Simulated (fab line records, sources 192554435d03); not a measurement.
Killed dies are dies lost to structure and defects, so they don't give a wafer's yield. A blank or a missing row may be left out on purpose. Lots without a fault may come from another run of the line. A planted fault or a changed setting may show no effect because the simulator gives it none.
Split-lot experiment | flow n5_finfet | 7 lots, 21 wafers read, on a route of 1938 steps

THE SPLIT
At N5_BEOL_M8_PECVD_70 (deposits SiO2 from TEOS/O2, target thk 20 nm, time 22.7 s), the setting temp_c was moved away from the recipe's 400 C on 6 of the 21 wafers read, by +1.4% to +3.4%. The other wafers ran this setting at the recipe's value.

The reading is taken at the split's own step.

THE READING
SiO2_of_BEOL_M8_PECVD_70.thk_nm (the simulator's own value, which no gauge read), in nm, at N5_BEOL_M8_PECVD_70 (deposits SiO2 from TEOS/O2, target thk 20 nm, time 22.7 s). The file gives no usual value for it. The 15 wafers here that ran the recipe average 20.0 nm, standard deviation 0.2 nm.

wafer  | tool, chamber at the split | temp_c as run, C | against the recipe | SiO2_of_BEOL_M8_PECVD_70.thk_nm, nm | against lot-mates on the recipe
L076.2 | pecvd-02, 0,2              | 400              | recipe             | 19.8                                | -
L076.4 | pecvd-02, 0,2              | 400              | recipe             | 19.8                                | -
L076.5 | pecvd-02, 0                | 400              | recipe             | 20                                  | -
L079.1 | pecvd-03, 1,2              | 400              | recipe             | 20                                  | -
L079.2 | pecvd-03, 1,2              | 400              | recipe             | 20                                  | -
L079.4 | pecvd-03, 1                | 400              | recipe             | 20.4                                | -
L083.3 | pecvd-02, 2                | 400              | recipe             | 19.8                                | -
L083.5 | pecvd-02, 2                | 400              | recipe             | 19.8                                | -
L083.4 | pecvd-02, 0                | 400              | recipe             | 20.2                                | -
L088.1 | pecvd-02, 2                | 400              | recipe             | 19.6                                | -
L088.4 | pecvd-02, 1                | 400              | recipe             | 20                                  | -
L088.5 | pecvd-02, 0                | 405.5            | +1.4%              | 19.4                                | -0.4
L089.1 | pecvd-02, 2                | 400              | recipe             | 19.8                                | -
L089.2 | pecvd-02, 0                | 400              | recipe             | 20                                  | -
L089.4 | pecvd-02, 1                | 412.2            | +3.0%              | 18.2                                | -1.7
L090.1 | pecvd-02, 1                | 407.6            | +1.9%              | 19                                  | -1.2
L090.2 | pecvd-02, 2                | 407.6            | +1.9%              | 19.2                                | -1.0
L090.5 | pecvd-02, 2                | 400              | recipe             | 20.2                                | -
L092.1 | pecvd-02, 2                | 413.7            | +3.4%              | 18                                  | -2.0
L092.3 | pecvd-02, 1                | 413.7            | +3.4%              | 17.8                                | -2.2
L092.4 | pecvd-02, 0                | 400              | recipe             | 20                                  | -
Where a row lists several chambers, the file gives one row for several wafers and doesn't say which wafer went through which chamber.

THE FIT
A straight line over all 21 wafers: SiO2_of_BEOL_M8_PECVD_70.thk_nm changes by -0.569 nm for each +1% of temp_c; r = -0.96; the points scatter about the line by 0.2 nm.
The same after taking each lot's own level away (the mean of its wafers on the recipe; 21 wafers): -0.586 nm for each +1%; r = -0.97; scatter 0.17 nm.
On that fit, the largest move of temp_c shifts the reading by 2 nm.
The lots' own levels span 19.80 to 20.20 nm, that is 2.0 times the standard deviation above.
So the lot-to-lot level changes the slope little: the two slopes agree.
Check: with one of the wafers moved furthest among these (+3.4%) left out of the fit, the line predicts -1.99 nm for it against its lot-mates. It came out at -2 nm against them.

OTHER SPLITS ON THESE WAFERS
These wafers also went through other splits before the reading. Each is held against what the fit with the lots' levels taken away leaves over:
other split on the same wafers   | wafers away from the commonest value | r with SiO2_of_BEOL_M8_PECVD_70.thk_nm (lot level and that fit taken away)
N5_BEOL_M5_COAT_05 spin_rpm      | 4                                    | +0.00
N5_BEOL_M6_TRENCH_ETCH_37 bias_w | 7                                    | +0.33
N5_BEOL_M6_ALD_77 ald_cycles     | 9                                    | +0.29

THE FILE'S OWN FIT
SiO2_of_BEOL_M8_PECVD_70.thk_nm changes by -0.566 nm for each +1% of temp_c, r = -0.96.
